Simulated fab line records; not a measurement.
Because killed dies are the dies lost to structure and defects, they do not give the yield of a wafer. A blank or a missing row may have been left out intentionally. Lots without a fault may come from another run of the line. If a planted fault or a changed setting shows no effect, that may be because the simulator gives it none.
fab line records	flow nand-harc
record: lots: 14	wafers: 42	last-day: 25
route steps=1159 shown A_CONTACT@948 THIN_TSV@1124 END@1159
lots that met no fault: taken from a fault-free run of the same line
start-h: hours from the record's first day to the start of the lot's first wafer shown	wait-h: time in hours since the lot's previous step	" unchanged from the row above	L1.1+2: several wafers, shown together as one row	- no value present, or no start provided	* or withheld: withheld	< > ~ a bound
route shown NAME@n: names a module that has steps shown in the file, with the first one's number in the route	usual: average and standard deviation across the fault-free wafers	same: alike in all rows	chamber/n: place in a boat	sites: per-site readings	_std_site: standard deviation of those values	_edge_site: outer sites' mean less inner sites'	radius-mm: how far each site lies from the wafer's centre	mask NAME#n: copy n	behind: tool/chamber where the wafer was last shaped	hold: reason for holding the lot/hours on hold/outcome of the hold	device: the transistor (n, p or np) that didn't switch	end of line: the same wafers' tests at the end of the route	step lacking rows: just its recipe	killed: count of dies lost to structure and defects at first sort (not the wafer's yield)	map: a wafer's dies, marking killed ones x, the rest . and places with no die _
set.NAME: the setting that was run; set.NAME@STEP: the one run at that earlier step	model.NAME: the simulator's own value behind a step, which no gauge read
route steps across a sampled set of lots; one table per step, one row per wafer
services: from which hour (start-h, from the record's first day; less than 0 if before it) a tool's chamber was out of use, for how many hours, and why
== steps ==
step: NHARC_A_CONTACT_ETCH_139
recipe: source-w: withheld	pressure-mtorr: 20	bias-v: 400	time-s: 137	target-depth-a: 5900	ar-flow-sccm: withheld	c4f8-flow-sccm: 11.5	o2-flow-sccm: 7.2	chemistry: C4F8/O2/Ar
lot.wafer	tool	chamber	start-h	wait-h	rf-hours-counter-h
L431.2	har-cap-etch-02	0	390.93	0.1	15
L431.1	"	1	"	"	15
L431.4	"	0	"	"	-
L430.4	har-cap-etch-02	0	392.59	0.1	-
L430.3	"	1	"	"	-
L430.6	"	1	"	"	-
L432.1	har-cap-etch-02	0	396.98	0.1	16
L432.2	"	1	"	"	16
L432.3	"	1	"	"	-
L429.2	har-cap-etch-01	0	398.14	0.1	63
L429.6	"	1	"	"	-
L429.5	"	0	"	"	-
L433.2	har-cap-etch-02	1	400.98	0.1	17
L433.4	"	1	"	"	-
L433.6	"	0	"	"	-
L434.1	har-cap-etch-01	0	403.85	0.1	63
L434.2	"	1	"	"	63
L434.4	"	1	"	"	-
L436.4	har-cap-etch-03	0	437.73	0.1	-
L436.3	"	1	"	"	-
L436.6	"	1	"	"	-
L437.1	har-cap-etch-01	0	442.98	0.1	68
L437.2	"	1	"	"	68
L437.3	"	0	"	"	-
L435.2	har-cap-etch-01	0	448.30	0.1	70
L435.1	"	1	"	"	70
L435.4	"	0	"	"	-
L438.4	har-cap-etch-03	1	450.91	0.1	-
L438.6	"	1	"	"	-
L438.5	"	0	"	"	-
L442.4	har-cap-etch-01	1	477.81	0.1	-
L442.3	"	0	"	"	-
L442.5	"	1	"	"	-
L448.1	har-cap-etch-03	0	486.33	0.1	103
L448.3	"	0	"	"	-
L448.5	"	0	"	"	-
L446.2	har-cap-etch-02	0	487.19	0.1	33
L446.1	"	1	"	"	33
L446.5	"	1	"	"	-
L451.2	har-cap-etch-02	1	518.08	0.1	40
L451.1	"	0	"	"	40
L451.3	"	1	"	"	-
step: NHARC_THIN_TSV_DEP_47
recipe: target-thk-a: 2000	temp-c: withheld	pressure-torr: 6.5	rf-w: 900	teos-flow-sccm: 161.4	flow-sccm: 2650	target-thk-nm: 200	gas: O2	material: SiO2
usual: rf-fwd-power-W: 897.8/2.8	throttle-valve-pct: 15.6/0.53
lot.wafer	tool	chamber	start-h	wait-h	rf-fwd-power-W	throttle-valve-pct
L431.2	pecvd-03	2	425.47	-	898.7	16.1
L431.1	"	0	"	"	891.0	15.9
L431.4	"	0	"	"	892.3	15.7
L430.3	pecvd-02	0	426.74	-	895.2	15.2
L430.6	"	1	"	"	895.8	15.6
L430.4	"	0	"	"	894.9	15.0
L432.3	pecvd-02	0	438.95	-	896.9	15.0
L432.1	"	1	"	"	898.7	15.8
L432.2	"	2	"	"	898.4	15.4
L429.2	pecvd-01	1	439.98	-	897.5	14.6
L429.6	"	1	"	"	896.7	14.8
L429.5	"	0	"	"	898.0	16.6
L433.2	pecvd-02	0	441.21	-	892.2	15.2
L433.6	"	1	"	"	900.4	15.8
L433.4	"	2	"	"	900.2	15.5
L434.2	pecvd-03	1	443.48	-	897.8	16.1
L434.1	"	2	"	"	897.6	15.7
L434.4	"	0	"	"	894.3	15.9
L436.3	pecvd-03	0	472.70	-	894.9	15.7
L436.4	"	0	"	"	892.4	15.8
L436.6	"	2	"	"	896.8	16.0
L437.3	pecvd-02	0	480.98	-	896.2	15.2
L437.2	"	1	"	"	899.3	15.6
L437.1	"	2	"	"	898.1	15.4
L435.1	pecvd-01	0	488.93	-	898.6	16.2
L435.2	"	2	"	"	900.1	16.5
L435.4	"	0	"	"	901.8	16.7
L438.5	pecvd-03	0	490.17	-	902.6	15.8
L438.4	"	1	"	"	900.8	15.1
L438.6	"	2	"	"	898.7	15.6
L442.3	pecvd-03	1	523.35	-	897.7	15.4
L442.4	"	0	"	"	897.8	15.7
L442.5	"	1	"	"	895.9	15.2
L448.3	pecvd-02	1	528.90	-	895.2	15.4
L448.1	"	0	"	"	896.6	15.0
L448.5	"	1	"	"	899.9	15.4
L446.1	pecvd-02	2	536.83	-	899.7	14.9
L446.2	"	0	"	"	891.8	14.9
L446.5	"	0	"	"	891.3	15.1
L451.1	pecvd-03	0	557.34	-	897.1	15.7
L451.2	"	1	"	"	903.6	15.4
L451.3	"	2	"	"	897.7	15.8
step: NHARC_THIN_TSV_STRIP_62
recipe: power-w: 1500	temp-c: 250	time-s: 20	chemistry: N2/H2
usual: drypump-motor-current-A: 5.9/0.33	heater-power-w: 328/22
lot.wafer	tool	chamber	start-h	wait-h	drypump-motor-current-A	heater-power-w	rf-hours-counter-h
L431.1	plasma-asher-02	1	426.22	-	5.9	340	13
L431.2	"	0	"	"	5.4	285	13
L431.4	"	0	"	"	5.3	294	-
L430.4	plasma-asher-01	0	427.58	-	6.4	341	-
L430.3	"	1	"	"	5.9	334	-
L430.6	"	0	"	"	6.4	348	-
L432.2	plasma-asher-01	0	439.71	-	6.4	341	65
L432.1	"	1	"	"	5.9	332	65
L432.3	"	0	"	"	6.4	349	-
L429.2	plasma-asher-01	1	440.76	-	5.9	326	65
L429.6	"	0	"	"	6.4	343	-
L429.5	"	1	"	"	5.9	332	-
L433.2	plasma-asher-01	0	441.89	-	6.4	339	65
L433.4	"	1	"	"	5.9	332	-
L433.6	"	0	"	"	6.4	337	-
L434.2	plasma-asher-02	0	444.24	-	5.4	290	20
L434.1	"	1	"	"	5.9	343	20
L434.4	"	0	"	"	5.4	285	-
L436.4	plasma-asher-02	1	473.60	-	6.0	337	-
L436.3	"	0	"	"	5.4	291	-
L436.6	"	0	"	"	5.4	285	-
L437.1	plasma-asher-01	0	481.79	-	6.4	347	5
L437.2	"	1	"	"	5.9	329	5
L437.3	"	0	"	"	6.4	345	-
L435.2	plasma-asher-01	1	489.79	-	5.8	333	8
L435.1	"	0	"	"	6.4	353	8
L435.4	"	1	"	"	5.8	331	-
L438.4	plasma-asher-02	1	490.86	-	5.9	342	-
L438.6	"	0	"	"	5.4	292	-
L438.5	"	1	"	"	5.9	334	-
L442.4	plasma-asher-01	1	524.10	-	5.9	317	-
L442.3	"	0	"	"	6.4	350	-
L442.5	"	0	"	"	6.4	339	-
L448.1	plasma-asher-02	1	529.79	-	6.0	342	50
L448.3	"	1	"	"	6.0	347	-
L448.5	"	1	"	"	6.0	332	-
L446.2	plasma-asher-01	1	537.62	-	5.9	330	23
L446.1	"	0	"	"	6.4	349	23
L446.5	"	1	"	"	5.9	326	-
L451.2	plasma-asher-01	0	558.18	-	6.4	355	34
L451.1	"	1	"	"	5.9	326	34
L451.3	"	0	"	"	6.4	346	-
step: NHARC_THIN_TSV_CD_MEAS_33
recipe: target-cd-nm: 5000	landing-energy-ev: 500
usual: cd-nm: 5000.2/2
lot.wafer	tool	chamber	start-h	wait-h	cd-nm
L431.1	cd-sem-03	0	429.48	-	5004.5
L431.2	"	0	"	"	5003.0
L431.4	"	0	"	"	5002.4
L430.3	cd-sem-01	0	430.86	-	4997.1
L430.4	"	0	"	"	4999.3
L430.6	"	0	"	"	4998.1
L432.1	cd-sem-02	0	443.02	-	5000.7
L432.2	"	0	"	"	4999.8
L432.3	"	0	"	"	5000.3
L429.2	cd-sem-02	0	444.08	-	5001.5
L429.5	"	0	"	"	5003.0
L429.6	"	0	"	"	5000.4
L433.2	cd-sem-02	0	445.22	-	5001.3
L433.4	"	0	"	"	5000.5
L433.6	"	0	"	"	4997.3
L434.1	cd-sem-01	0	447.48	-	5000.8
L434.2	"	0	"	"	5003.9
L434.4	"	0	"	"	4998.8
L436.3	cd-sem-02	0	477.25	-	5003.8
L436.4	"	0	"	"	5003.9
L436.6	"	0	"	"	4998.8
L437.1	cd-sem-02	0	484.97	-	5000.2
L437.2	"	0	"	"	5000.3
L437.3	"	0	"	"	5001.5
L435.1	cd-sem-03	0	493.09	-	4999.3
L435.2	"	0	"	"	4996.5
L435.4	"	0	"	"	5000.6
L438.4	cd-sem-02	0	494.12	-	5001.9
L438.5	"	0	"	"	5001.8
L438.6	"	0	"	"	5000.7
L442.3	cd-sem-01	0	528.03	-	5001.5
L442.4	"	0	"	"	5000.2
L442.5	"	0	"	"	4999.7
L448.1	cd-sem-03	0	533.03	-	4997.7
L448.3	"	0	"	"	5000.6
L448.5	"	0	"	"	4998.7
L446.1	cd-sem-02	0	541.05	-	4998.4
L446.2	"	0	"	"	4998.9
L446.5	"	0	"	"	4997.3
L451.1	cd-sem-01	0	561.48	-	4997.0
L451.2	"	0	"	"	4997.8
L451.3	"	0	"	"	5000.3
step: NHARC_END_SORT_01
recipe: temp-c: 25
usual: killed-at-array: 28/9.1	killed-at-other: 0.6/0.87	killed-at-periphery: 3.4/2.7	killed-dies: 32/9	killed-open: 3.2/1.9	killed-short: 2.0/1.3
same: gross-dies: 677
lot.wafer	tool	chamber	start-h	wait-h	killed-at-array	killed-at-other	killed-at-periphery	killed-dies	killed-open	killed-short
L431.1	prober-02	0	439.75	2.6	21	0	5	26	0	2
L431.2	prober-02	0	440.54	2.8	25	0	9	34	4	3
L431.4	prober-02	0	442.13	3.4	22	0	5	27	2	2
L430.3	prober-01	0	441.31	3.1	13	2	3	18	3	3
L430.4	prober-01	0	442.11	3.4	20	1	5	26	8	3
L430.6	prober-01	0	443.70	4.0	17	1	6	24	6	1
L429.2	prober-02	0	452.83	2.8	28	0	1	29	2	1
L429.5	prober-02	0	455.26	3.7	20	0	1	21	3	3
L429.6	prober-02	0	456.07	4.0	34	0	4	38	3	0
L432.1	prober-02	0	459.86	2.5	7	0	1	8	0	3
L432.2	prober-02	0	460.66	2.8	13	0	5	18	4	3
L432.3	prober-02	0	461.46	3.1	12	0	3	15	5	3
L433.2	prober-02	0	468.38	2.8	28	1	1	30	4	1
L433.4	prober-02	0	469.99	3.4	22	2	2	26	2	1
L433.6	prober-02	0	471.60	4.0	33	0	6	39	4	2
L434.1	prober-02	0	475.42	2.5	24	0	1	25	4	1
L434.2	prober-02	0	476.21	2.8	23	1	1	25	6	1
L434.4	prober-02	0	477.81	3.4	24	0	1	25	3	1
L436.3	prober-02	0	487.77	3.1	19	1	10	30	4	1
L436.4	prober-02	0	488.56	3.4	20	0	3	23	3	2
L436.6	prober-02	0	490.14	4.0	23	0	2	25	4	2
L437.1	prober-02	0	493.99	2.6	26	1	1	28	3	1
L437.2	prober-02	0	494.79	2.8	25	1	4	30	4	1
L437.3	prober-02	0	495.59	3.1	33	1	1	35	2	4
L438.4	prober-02	0	504.45	3.4	28	0	1	29	2	1
L438.5	prober-02	0	505.25	3.7	24	1	2	27	1	2
L438.6	prober-02	0	506.06	4.0	24	1	4	29	4	5
L435.1	prober-02	0	509.88	2.5	91	0	4	95	2	2
L435.2	prober-02	0	510.68	2.8	138	0	9	147	4	1
L435.4	prober-02	0	512.28	3.4	138	1	7	146	7	1
L442.3	prober-02	0	573.98	3.1	125	1	6	132	8	5
L442.4	prober-02	0	574.78	3.4	99	2	5	106	1	4
L442.5	prober-02	0	575.57	3.7	95	2	5	102	2	5
L448.1	prober-02	0	580.13	2.5	40	2	3	45	5	0
L448.3	prober-02	0	581.75	3.1	54	0	4	58	5	2
L448.5	prober-02	0	583.36	3.7	44	0	4	48	0	3
L446.1	prober-02	0	587.97	2.5	33	1	4	38	5	4
L446.2	prober-02	0	588.77	2.8	29	0	5	34	2	3
L446.5	prober-02	0	591.16	3.7	20	0	4	24	2	4
L451.1	prober-01	0	603.02	2.5	38	1	1	40	4	2
L451.2	prober-01	0	603.82	2.8	28	1	1	30	2	2
L451.3	prober-01	0	604.62	3.1	40	3	1	44	0	4
killed by level:class
L431.1 A_STAIRCASE:chamber-film-flake=8 A_SLIT:chamber-film-flake=7 P_ZERO_WELL:chamber-film-flake=3 A_CHANNEL_HOLE_D1:chamber-film-flake=2 A_SOURCE_PLATE:geometric-particle:short=1 A_M1:geometric-particle:short=1 P_STI:chamber-film-flake=1 P_M1:chamber-film-flake=1
L431.2 A_SLIT:chamber-film-flake=8 A_STAIRCASE:chamber-film-flake=5 P_ZERO_WELL:chamber-film-flake=3 P_M1:chamber-film-flake=3 A_CHANNEL_HOLE_D1:chamber-film-flake=3 P_M0:geometric-particle:open=2 A_ONON_D1:geometric-particle:short=2 A_CONTACT:chamber-film-flake=2
L430.3 A_CHANNEL_HOLE_D1:chamber-film-flake=5 P_ZERO_WELL:chamber-film-flake=2 A_ZERO_WELL:chamber-film-flake=2 THIN_TSV:chamber-film-flake=2 P_M2:geometric-particle:open=1 A_ONON_D1:geometric-particle:short=1 A_SGD_CUT:geometric-particle:short=1 A_CONTACT:geometric-particle:short=1
L430.4 A_CHANNEL_HOLE_D1:chamber-film-flake=7 A_CONTACT:geometric-particle:open=5 A_STAIRCASE:chamber-film-flake=3 P_CONTACT:geometric-particle:open=2 P_ZERO_WELL:chamber-film-flake=2 A_STAIRCASE:geometric-particle:short=1 A_WL_FILL:geometric-particle:open=1 A_WL_FILL:geometric-particle:short=1
L431.4 A_SLIT:chamber-film-flake=11 P_ZERO_WELL:chamber-film-flake=3 A_WL_FILL:chamber-film-flake=3 A_STAIRCASE:chamber-film-flake=2 A_ONON_D1:geometric-particle:open=1 A_CHANNEL_HOLE_D1:geometric-particle:open=1 A_CHANNEL_FILL_D1:geometric-particle:short=1 A_WL_FILL:geometric-particle:short=1
L430.6 A_CHANNEL_HOLE_D1:chamber-film-flake=8 A_STAIRCASE:chamber-film-flake=3 P_ZERO_WELL:chamber-film-flake=2 A_SLIT:chamber-film-flake=1 P_CONTACT:geometric-particle:open=1 P_M1:geometric-particle:open=1 P_M2:geometric-particle:open=1 A_CHANNEL_HOLE_D1:geometric-particle:open=1
L429.2 A_SLIT:chamber-film-flake=14 A_CHANNEL_HOLE_D1:chamber-film-flake=8 A_CONTACT:chamber-film-flake=2 A_CHANNEL_HOLE_D1:geometric-particle:open=1 A_WL_FILL:geometric-particle:open=1 A_WL_FILL:geometric-particle:short=1 P_STI:chamber-film-flake=1 A_STAIRCASE:chamber-film-flake=1
L429.5 A_SLIT:chamber-film-flake=10 A_CHANNEL_HOLE_D1:chamber-film-flake=3 A_WL_FILL:geometric-particle:short=2 A_CHANNEL_HOLE_D1:geometric-particle:open=1 A_CHANNEL_FILL_D1:geometric-particle:open=1 A_CHANNEL_FILL_D1:geometric-particle:short=1 A_CONTACT:geometric-particle:open=1 P_ZERO_WELL:chamber-film-flake=1
L429.6 A_SLIT:chamber-film-flake=13 A_CHANNEL_HOLE_D1:chamber-film-flake=9 A_CONTACT:chamber-film-flake=6 A_STAIRCASE:chamber-film-flake=5 P_CONTACT:geometric-particle:open=2 A_CONTACT:geometric-particle:open=1 P_ZERO_WELL:chamber-film-flake=1 P_STI:chamber-film-flake=1
L432.1 A_WL_FILL:geometric-particle:short=2 A_CHANNEL_FILL_D1:geometric-particle:short=1 P_GATE:chamber-film-flake=1 A_ZERO_WELL:chamber-film-flake=1 A_CHANNEL_HOLE_D1:chamber-film-flake=1 A_CHANNEL_FILL_D1:chamber-film-flake=1 A_STAIRCASE:chamber-film-flake=1
L432.2 A_CHANNEL_HOLE_D1:chamber-film-flake=4 A_CONTACT:geometric-particle:open=2 P_GATE:chamber-film-flake=2 A_STAIRCASE:chamber-film-flake=2 P_GATE:geometric-particle:short=1 P_CONTACT:geometric-particle:short=1 P_M0:geometric-particle:open=1 A_CONTACT:geometric-particle:short=1
L432.3 A_WL_FILL:geometric-particle:short=3 A_CHANNEL_HOLE_D1:chamber-film-flake=3 A_CONTACT:geometric-particle:open=2 A_BLC:geometric-particle:open=2 P_GATE:chamber-film-flake=2 P_CONTACT:geometric-particle:open=1 A_ZERO_WELL:chamber-film-flake=1 A_CHANNEL_FILL_D1:chamber-film-flake=1
L433.2 A_SLIT:chamber-film-flake=11 A_CHANNEL_HOLE_D1:chamber-film-flake=5 A_CONTACT:geometric-particle:open=3 A_ZERO_WELL:chamber-film-flake=3 A_STAIRCASE:chamber-film-flake=2 A_CHANNEL_FILL_D1:geometric-particle:short=1 A_M1:geometric-particle:open=1 P_ZERO_WELL:chamber-film-flake=1
L433.4 A_SLIT:chamber-film-flake=11 A_WL_FILL:chamber-film-flake=3 A_CHANNEL_HOLE_D1:chamber-film-flake=2 A_STAIRCASE:chamber-film-flake=2 THIN_TSV:chamber-film-flake=2 P_M0:geometric-particle:open=1 A_CHANNEL_FILL_D1:geometric-particle:open=1 A_CONTACT:geometric-particle:short=1
L433.6 A_SLIT:chamber-film-flake=13 A_CHANNEL_HOLE_D1:chamber-film-flake=5 A_STAIRCASE:chamber-film-flake=5 P_M2:chamber-film-flake=3 A_CONTACT:geometric-particle:open=2 A_ZERO_WELL:chamber-film-flake=2 A_WL_FILL:chamber-film-flake=2 A_CONTACT:chamber-film-flake=2
L434.1 A_CHANNEL_HOLE_D1:chamber-film-flake=8 A_STAIRCASE:chamber-film-flake=6 A_ZERO_WELL:chamber-film-flake=3 A_CONTACT:chamber-film-flake=2 P_M2:geometric-particle:open=1 A_CHANNEL_FILL_D1:geometric-particle:open=1 A_CONTACT:geometric-particle:open=1 A_CONTACT:geometric-particle:short=1
L434.2 A_CONTACT:chamber-film-flake=7 A_STAIRCASE:chamber-film-flake=6 A_CHANNEL_HOLE_D1:chamber-film-flake=4 A_CONTACT:geometric-particle:open=3 P_STI:geometric-particle:short=1 A_ONON_D1:geometric-particle:open=1 A_CHANNEL_FILL_D1:geometric-particle:open=1 STARTING-WAFER:geometric-particle:open=1
L434.4 A_STAIRCASE:chamber-film-flake=6 A_ZERO_WELL:chamber-film-flake=5 A_CONTACT:chamber-film-flake=5 A_CHANNEL_HOLE_D1:chamber-film-flake=4 A_CONTACT:geometric-particle:open=2 A_ONON_D1:geometric-particle:short=1 A_STAIRCASE:geometric-particle:open=1 P_BONDPAD:chamber-film-flake=1
L436.3 A_CONTACT:chamber-film-flake=8 P_M0:chamber-film-flake=7 A_STAIRCASE:chamber-film-flake=5 A_CHANNEL_HOLE_D1:chamber-film-flake=4 P_GATE:geometric-particle:open=1 P_CONTACT:geometric-particle:open=1 P_M2:geometric-particle:open=1 A_ONON_D1:geometric-particle:short=1
L436.4 A_CONTACT:chamber-film-flake=9 A_CONTACT:geometric-particle:open=3 P_M0:chamber-film-flake=3 A_CHANNEL_HOLE_D1:chamber-film-flake=3 A_STAIRCASE:chamber-film-flake=3 A_ONON_D1:geometric-particle:short=1 A_M0:geometric-particle:short=1
L436.6 A_CONTACT:chamber-film-flake=11 A_CHANNEL_HOLE_D1:chamber-film-flake=4 A_STAIRCASE:chamber-film-flake=3 A_CONTACT:geometric-particle:open=2 P_M0:geometric-particle:open=1 A_CHANNEL_FILL_D1:geometric-particle:short=1 A_M0:geometric-particle:open=1 A_M0:geometric-particle:short=1
L437.1 A_BONDPAD:chamber-film-flake=7 A_SLIT:chamber-film-flake=5 A_CHANNEL_HOLE_D1:chamber-film-flake=3 A_CONTACT:chamber-film-flake=3 A_CHANNEL_HOLE_D1:geometric-particle:open=2 A_STAIRCASE:chamber-film-flake=2 A_WL_FILL:chamber-film-flake=2 A_ONON_D1:geometric-particle:short=1
L437.2 A_SLIT:chamber-film-flake=7 A_CHANNEL_HOLE_D1:chamber-film-flake=5 A_BONDPAD:chamber-film-flake=4 A_CONTACT:chamber-film-flake=3 A_WL_FILL:chamber-film-flake=2 P_CONTACT:geometric-particle:open=1 P_M0:geometric-particle:open=1 A_ONON_D1:geometric-particle:short=1
L437.3 A_SLIT:chamber-film-flake=14 A_CONTACT:chamber-film-flake=7 A_CHANNEL_HOLE_D1:chamber-film-flake=3 A_STAIRCASE:chamber-film-flake=3 A_BONDPAD:chamber-film-flake=2 P_CONTACT:geometric-particle:open=1 A_ONON_D1:geometric-particle:short=1 A_CHANNEL_HOLE_D1:geometric-particle:short=1
L438.4 A_CHANNEL_HOLE_D1:chamber-film-flake=9 A_CONTACT:chamber-film-flake=9 A_STAIRCASE:chamber-film-flake=6 A_CHANNEL_FILL_D1:geometric-particle:open=1 A_CONTACT:geometric-particle:open=1 A_M0:geometric-particle:short=1 P_GATE:chamber-film-flake=1 A_WL_FILL:chamber-film-flake=1
L438.5 A_STAIRCASE:chamber-film-flake=8 A_CHANNEL_HOLE_D1:chamber-film-flake=7 A_CONTACT:chamber-film-flake=6 A_CONTACT:geometric-particle:short=1 A_M0:geometric-particle:short=1 STARTING-WAFER:geometric-particle:open=1 P_STI:chamber-film-flake=1 P_M0:chamber-film-flake=1
L438.6 A_STAIRCASE:chamber-film-flake=11 A_CHANNEL_HOLE_D1:chamber-film-flake=7 A_WL_FILL:geometric-particle:short=2 P_STI:geometric-particle:short=1 P_GATE:geometric-particle:short=1 P_M1:geometric-particle:open=1 P_M2:geometric-particle:open=1 A_ONON_D1:geometric-particle:open=1
L435.1 A_CONTACT:unspecified=57 A_SLIT:chamber-film-flake=13 A_CHANNEL_HOLE_D1:chamber-film-flake=8 A_CONTACT:chamber-film-flake=7 A_CONTACT:geometric-particle:open=2 P_BONDPAD:chamber-film-flake=2 A_STAIRCASE:chamber-film-flake=2 P_CONTACT:geometric-particle:short=1
L435.2 A_CONTACT:unspecified=104 A_SLIT:chamber-film-flake=17 A_CHANNEL_HOLE_D1:chamber-film-flake=8 A_CONTACT:chamber-film-flake=6 P_GATE:chamber-film-flake=2 P_BONDPAD:chamber-film-flake=2 P_GATE:geometric-particle:open=1 P_CONTACT:geometric-particle:open=1
L435.4 A_CONTACT:unspecified=100 A_SLIT:chamber-film-flake=16 A_CHANNEL_HOLE_D1:chamber-film-flake=10 P_ZERO_WELL:chamber-film-flake=5 A_CONTACT:chamber-film-flake=4 A_CONTACT:geometric-particle:open=2 A_STAIRCASE:chamber-film-flake=2 P_CONTACT:geometric-particle:open=1
L442.3 A_CONTACT:unspecified=101 A_SLIT:chamber-film-flake=8 A_STAIRCASE:chamber-film-flake=3 P_CONTACT:geometric-particle:open=2 A_BLC:geometric-particle:open=2 A_M0:geometric-particle:open=2 P_M0:chamber-film-flake=2 A_BONDPAD:chamber-film-flake=2
L442.4 A_CONTACT:unspecified=62 A_SLIT:chamber-film-flake=14 A_CHANNEL_HOLE_D1:chamber-film-flake=8 A_BONDPAD:chamber-film-flake=5 P_M0:chamber-film-flake=4 A_STAIRCASE:chamber-film-flake=3 A_CONTACT:chamber-film-flake=2 THIN_TSV:chamber-film-flake=2
L442.5 A_CONTACT:unspecified=61 A_SLIT:chamber-film-flake=14 A_CHANNEL_HOLE_D1:chamber-film-flake=4 P_M0:chamber-film-flake=3 A_STAIRCASE:chamber-film-flake=3 A_BONDPAD:chamber-film-flake=3 A_WL_FILL:geometric-particle:short=2 A_WL_FILL:chamber-film-flake=2
L448.1 A_CHANNEL_HOLE_D1:chamber-film-flake=12 A_SLIT:chamber-film-flake=11 A_STAIRCASE:chamber-film-flake=8 A_CONTACT:chamber-film-flake=6 STARTING-WAFER:geometric-particle:open=2 P_GATE:geometric-particle:open=1 A_CONTACT:geometric-particle:open=1 A_BLC:geometric-particle:open=1
L448.3 A_CHANNEL_HOLE_D1:chamber-film-flake=17 A_SLIT:chamber-film-flake=16 A_STAIRCASE:chamber-film-flake=6 A_CONTACT:chamber-film-flake=5 A_ONON_D1:geometric-particle:open=3 P_BONDPAD:chamber-film-flake=3 A_CHANNEL_FILL_D1:geometric-particle:short=2 A_WL_FILL:geometric-particle:open=1
L448.5 A_SLIT:chamber-film-flake=17 A_CHANNEL_HOLE_D1:chamber-film-flake=11 A_STAIRCASE:chamber-film-flake=7 A_CONTACT:chamber-film-flake=4 P_GATE:chamber-film-flake=2 A_CHANNEL_FILL_D1:chamber-film-flake=2 P_M0:geometric-particle:short=1 A_ONON_D1:geometric-particle:short=1
L446.1 A_SLIT:chamber-film-flake=17 A_CHANNEL_HOLE_D1:chamber-film-flake=8 A_SGD_CUT:geometric-particle:short=2 A_CONTACT:geometric-particle:open=2 P_STI:chamber-film-flake=2 P_GATE:geometric-particle:open=1 P_M1:geometric-particle:open=1 A_CHANNEL_FILL_D1:geometric-particle:short=1
L446.2 A_SLIT:chamber-film-flake=16 A_CHANNEL_HOLE_D1:chamber-film-flake=6 A_WL_FILL:geometric-particle:short=2 P_CONTACT:chamber-film-flake=2 A_CONTACT:chamber-film-flake=2 P_M1:geometric-particle:short=1 A_CONTACT:geometric-particle:open=1 A_M0:geometric-particle:open=1
L446.5 A_SLIT:chamber-film-flake=12 A_WL_FILL:geometric-particle:short=3 P_M1:chamber-film-flake=3 P_CONTACT:geometric-particle:open=1 A_CHANNEL_HOLE_D1:geometric-particle:short=1 A_BLC:geometric-particle:open=1 A_CHANNEL_HOLE_D1:chamber-film-flake=1 A_STAIRCASE:chamber-film-flake=1
L451.1 A_SLIT:chamber-film-flake=17 A_CHANNEL_HOLE_D1:chamber-film-flake=9 A_STAIRCASE:chamber-film-flake=3 A_CONTACT:geometric-particle:open=2 A_CHANNEL_FILL_D1:geometric-particle:open=1 A_WL_FILL:geometric-particle:short=1 A_WL_FILL:geometric-particle:open=1 A_CONTACT:geometric-particle:short=1
L451.2 A_SLIT:chamber-film-flake=17 A_CHANNEL_HOLE_D1:chamber-film-flake=5 A_CONTACT:chamber-film-flake=2 P_GATE:geometric-particle:open=1 A_CHANNEL_FILL_D1:geometric-particle:short=1 A_WL_FILL:geometric-particle:short=1 A_BLC:geometric-particle:open=1 A_WL_FILL:chamber-film-flake=1
L451.3 A_SLIT:chamber-film-flake=19 A_CHANNEL_HOLE_D1:chamber-film-flake=15 A_CONTACT:chamber-film-flake=2 THIN_TSV:chamber-film-flake=2 P_M1:geometric-particle:short=1 A_SLIT:geometric-particle:short=1 A_M0:geometric-particle:short=1 STARTING-WAFER:geometric-particle:short=1
== services ==
tool	chamber	start-h	hours	kind
plasma-asher-02	-	379.91	9.0	pm
pecvd-01	-	418.03	13.0	pm
har-cap-etch-01	-	437.29	0.6	repair
pecvd-02	-	451.10	0.7	repair
plasma-asher-01	-	453.60	9.0	pm
plasma-asher-01	0	453.60	9.0	vent-cycle
plasma-asher-01	1	453.60	9.0	vent-cycle
plasma-asher-01	0	462.60	-	clean
plasma-asher-01	1	462.60	-	clean
pecvd-03	-	473.12	13.0	pm
pecvd-03	0	473.12	13.0	vent-cycle
pecvd-03	1	473.12	13.0	vent-cycle
pecvd-03	2	473.12	13.0	vent-cycle
pecvd-02	-	478.03	1.2	repair
pecvd-03	0	486.12	-	clean
pecvd-03	1	486.12	-	clean
pecvd-03	2	486.12	-	clean
har-cap-etch-01	-	488.54	0.7	repair
pecvd-01	-	507.27	0.5	repair
har-cap-etch-03	-	507.73	34.0	repair
pecvd-02	-	515.49	13.0	pm
har-cap-etch-03	-	544.58	0.9	repair
plasma-asher-02	-	547.92	8.2	repair
plasma-asher-02	-	556.91	9.0	pm
== key ==
first-sign: step: NHARC_END_SORT_01	reading: killed-dies	direction: up	sigmas: 10	usual: 32	struck: 121
effect: step: NHARC_END_SORT_01	reading: killed-at-array	direction: up	sigmas: 9.6	usual: 28	struck: 114
more-kills-born-at: NHARC_A_CONTACT_ETCH_139@har-cap-etch-01: 482
met-at NHARC_A_CONTACT_ETCH_139
struck-lots L435,L442
tester-left-out L435,L442
not-acting-at NHARC_THIN_TSV_DEP_47,NHARC_THIN_TSV_STRIP_62,NHARC_THIN_TSV_CD_MEAS_33
onset-between 442.98 448.30
earlier-fault: kind: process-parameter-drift	tool: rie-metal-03	chamber: 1	onset-h: 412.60	steps: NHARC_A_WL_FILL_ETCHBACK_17	channel: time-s	offset: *	shape: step	end-h: 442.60	acts-in: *	stated: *
fault: kind: chamber-particle-source	tool: har-cap-etch-01	chamber: -	onset-h: 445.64	steps: NHARC_A_CONTACT_ETCH_139	rate-per-visit-cm2: 1.735	end-h: 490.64
tester-left-out: of these lots the tester's yield and bins aren't shown, on N5 and GAA mostly nor the transistor test; their killed dies are dies lost to structure and defects alone, not to doping, threshold or leakage, so they don't give the yield
